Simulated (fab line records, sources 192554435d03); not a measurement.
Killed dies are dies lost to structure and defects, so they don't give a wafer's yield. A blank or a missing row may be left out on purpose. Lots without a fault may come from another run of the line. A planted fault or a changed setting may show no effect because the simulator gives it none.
Problem report in the 8D (eight disciplines) form, filled by code | flow n5_finfet | the parts of the form that need people (team, actions taken, sign-off) are left out
Where a reading is given only as a bound, like >300, the bound stands for it, and a mean or a difference that rests on one is marked > or <: the true number lies beyond.

1. THE PROBLEM
raw_defect_count at N5_MIM_BOT_LITHO_INSPECT_12 reads a mean of >300 on 3 wafers of 2 lots; wafers without a fault read 2.1 with a standard deviation of 1.5. That is +99 or more standard deviations from the usual mean.
The step: inspects for defects (macro).
First seen on wafer L852.5, day 15 10:05, on defect_inspect-01. The record holds 32 wafers of 11 lots with a number at this step. Rule for "out", or "out of limits": more than 4 standard deviations from the usual mean. The other wafers with a number count as sound.

2. WHAT IT IS AND WHAT IT IS NOT
question                    | is                                   | is not
which readings at this step | raw_defect_count                     | -
which lots                  | L852, L856                           | L841, L842, L844, L845, L857, L858, L860, L861, L862
which wafers of those lots  | L852.5, L856.3, L856.5               | L852.2, L852.6, L856.6
read on which gauges        | defect_inspect-01, defect_inspect-02 | -
when                        | from day 15 10:05                    | up to then (13 sound wafers); but 16 sound wafers of L856, L857, L858, L860, L861, L862 came after

3. SUSPECTS, AND WHAT RULES EACH OUT
Counting: a tool at a process step up to the reading stays a suspect if it ran every lot that is out. Sound lots after the first of them don't rule it out here, since some wafers of a struck lot are sound.
- the gauge at N5_MIM_BOT_LITHO_INSPECT_12: ruled out. The wafers that are out were read on 2 gauges (defect_inspect-01, defect_inspect-02).
- pecvd-03 at N5_MIM_TOP_ETCH_PECVD_03 (deposits SiNx from SiH4/NH3/N2, target thk 20 nm, time 17.6 s): kept. It ran every lot that is out, first L852 (day 15 09:32); its last sound lot up to then is L845 (day 13 11:49).
- Within pecvd-03 at N5_MIM_TOP_ETCH_PECVD_03: the wafers that are out ran in chamber 1; their sound lot-mates ran in chamber 2.
Left after counting: pecvd-03 at N5_MIM_TOP_ETCH_PECVD_03.

4. THE CAUSE (what the simulator had put in)
Chamber particle source: pecvd-03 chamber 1, from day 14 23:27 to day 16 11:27, at N5_MIM_TOP_ETCH_PECVD_03. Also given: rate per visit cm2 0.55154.
Counting left only this tool.

5. THE CHAIN OF EFFECTS, in route order
Each row: a reading whose mean over the struck wafers that have a number lies more than 3 standard deviations from the usual. Only readings for which the record gives a usual standard deviation are gone through. hours: the time from each lot's start at the first step in this table that gives one to its start at this step, as a median over the lots. sigmas: the change in usual standard deviations.
hours | step                        | reading              | usual  | on struck wafers | change | sigmas
0     | N5_MIM_BOT_LITHO_INSPECT_12 | raw_defect_count     | 2.1    | >300             | >+298  | +99 or more
11    | N5_PASSIVATION_PROBE_49     | defect_limited_yield | 91.4 % | 86.5             | -4.9   | -3.1
11    | N5_PASSIVATION_PROBE_49     | killed_at_other      | 4      | 54               | +50    | +16
11    | N5_PASSIVATION_PROBE_49     | killed_dies          | 102    | 160              | +58    | +3.2
11    | N5_PASSIVATION_PROBE_49     | killed_on_rim        | 13     | 30               | +17    | +4.0
11    | N5_PASSIVATION_PROBE_49     | sort_bin_5_function  | 5.1 %  | 9.0              | +3.9   | +4.1
The process steps in it:
- N5_PASSIVATION_PROBE_49

6. WHAT WOULD HAVE CAUGHT IT SOONER
In this record the first reading out of limits at a measuring or inspecting step was taken at day 15 10:05, 11 hours after the fault began at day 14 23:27.
Of the tool readings at N5_MIM_TOP_ETCH_PECVD_03 for which the record gives a usual standard deviation, none was out on any struck wafer, so an alarm limit of 4 standard deviations on them would not have fired.
Of the lots that are out (2), L856 began N5_MIM_TOP_ETCH_PECVD_03 on pecvd-03 after day 15 10:05. A hold on the tool at that time would have spared it.
